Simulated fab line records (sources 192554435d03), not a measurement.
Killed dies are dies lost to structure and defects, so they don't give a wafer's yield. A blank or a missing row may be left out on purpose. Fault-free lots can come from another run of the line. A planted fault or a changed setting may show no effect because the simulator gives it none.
A struck lot beside a sound one + flow n5Finfet + 16 steps out of a route of 1938
Sound: wafers L947.2, L947.3, L947.4. Wafers struck: L951.1, L951.5, L951.6. The cause is named last.
At each step with rows: each side's tool, then ch and its chambers, then its first start. Under that, the readings that differ: sound wafers + struck wafers + difference of the means + sigmas: that difference in standard deviations of wafers without a fault.
alike: readings with means less than 2 such deviations apart, plus words and numbers identical on both sides. not compared: withheld readings, readings lacking a value on some wafer, bounds such as >300 that could conceal the same value, and numbers that have no deviation in the record and whose values overlap.
Wherever a step has rows on one side only, a row that says differs or no value, or a row with sigmas, the two part there. Numbers that have no deviation but don't overlap get no sigmas and don't part them. A reading missing from all wafers of one side parts the sides only when that side holds two or more wafers.

first, 1 step without rows for these wafers: N5_GATE_CUT_HM_OPEN_40 (chemistry C4F6/O2, target SiO2, target depth 139 nm, time 85.1 s).
N5_GATE_CUT_STRIP_41: strips in CF4.
  sound on rieDiel-05 ch 0,2, day 4 15:48; struck on rieDiel-06 ch 0,1,3, day 5 15:26
| reading    | sound             | struck            | difference | sigmas |
|------------|-------------------|-------------------|------------|--------|
| powerW (W) | 302.4 300.8 301.0 | 299.5 298.8 299.9 | -2.0       | -2     |
  alike: biasPowerW, cf4FlowSccm, drypumpMotorCurrentA, oesProductAu, rfFwdPowerW, rfVppV, showerheadPlenumPTorr, throttleValvePct
  not compared: rfHoursCounterH
then, 1 step without rows for these wafers: N5_GATE_CUT_STRIP_42 (strips in O2).
N5_GATE_CUT_ETCH_19: etches SiNx in CH3F/O2, target depth 53.7 nm, time 76.7 s.
  sound on rieDiel-05 ch 0,2, day 4 15:52; struck on rieDiel-06 ch 0,1,3, day 5 15:29
  alike: biasW, drypumpMotorCurrentA, etchRfOnTimeS, oesProductAu, rfFwdPowerW, rfVppV, showerheadPlenumPTorr, throttleValvePct
  not compared: rfHoursCounterH
then, 3 steps without rows for these wafers: N5_GATE_CUT_CUT_ETCH_53 (etches W in SF6/Cl2, target depth 79.2 nm); N5_GATE_CUT_CUT_ETCH_54 (etches TiN in Cl2/BCl3, target depth 96.7 nm); N5_GATE_CUT_CUT_ETCH_55 (etches HfO2 in BCl3, target depth 3.2 nm).
N5_GATE_CUT_ETCH_47: etches SiO2 in Cl2/BCl3, target depth 10 nm.
  sound on rieMetal-03 ch 0, day 4 16:17; struck on rieMetal-03 ch 0,1, day 5 15:45
  alike: biasW, drypumpMotorCurrentA, heBacksideLeakSccm, oesProductAu, rfFwdPowerW, throttleValvePct
  not compared: rfHoursCounterH
N5_GATE_CUT_VAPOR_ETCH_48: etches TiN in BCl3/Cl2.
  sound on rieMetal-03 ch 0, day 4 16:20; struck on rieMetal-03 ch 0,1, day 5 15:47
  alike: drypumpMotorCurrentA, heBacksideLeakSccm, oesProductAu
then, 2 steps without rows for these wafers: N5_GATE_CUT_VAPOR_ETCH_49 (etches TiAlC in BCl3/Cl2); N5_GATE_CUT_VAPOR_ETCH_51 (etches HfO2 in BCl3/Cl2).
N5_GATE_CUT_STRIP_21: strips in N2/H2, time 30 s.
  sound on plasmaAsher-02 ch 0,1, day 4 16:32; struck on plasmaAsher-02 ch 0,1, day 5 15:53
  alike: drypumpMotorCurrentA, h2FlowSccm, heaterPowerW
  not compared: rfHoursCounterH
N5_GATE_CUT_STRIP_29: strips in post etch residue remover, time 60 s.
  sound on wetBench-06 ch 0,1,2, day 4 16:37; struck on wetBench-06 ch 0,6,7, day 5 15:59
  no value came back on the struck wafers for runLengthS (s), tempC (C), timeS (s); on the sound wafers runLengthS (s) reads 66.3 65.0 65.7
then, 1 step without rows for these wafers: N5_GATE_CUT_SRD_52 (time 30 s).
-- a jump in the record: the struck wafers' starts before and after are 4 days apart (it breaks off in module GATE_CUT and resumes in module BEOL_M4, where the first step shown is number 1111 of the route) --
N5_BEOL_M4_RC_MEAS_101:
  sound on prober-01 ch 0, day 9 01:17; struck on prober-02 ch 0, day 9 16:13
  alike: DIBL_N, DIBL_P, IOFF_N, IOFF_P, ION_N, ION_P, SS_N, SS_P, VT_N, VT_P
following that, these wafers have no rows for 1 step: N5_PASSIVATION_PROBE_49.

## WHERE THEY PART
Last at N5_GATE_CUT_STRIP_29 as far as this record goes, first at N5_GATE_CUT_STRIP_41. Later steps at which nothing parts them and some readings are alike: N5_BEOL_M4_RC_MEAS_101.

WHY: whatever the simulator had introduced
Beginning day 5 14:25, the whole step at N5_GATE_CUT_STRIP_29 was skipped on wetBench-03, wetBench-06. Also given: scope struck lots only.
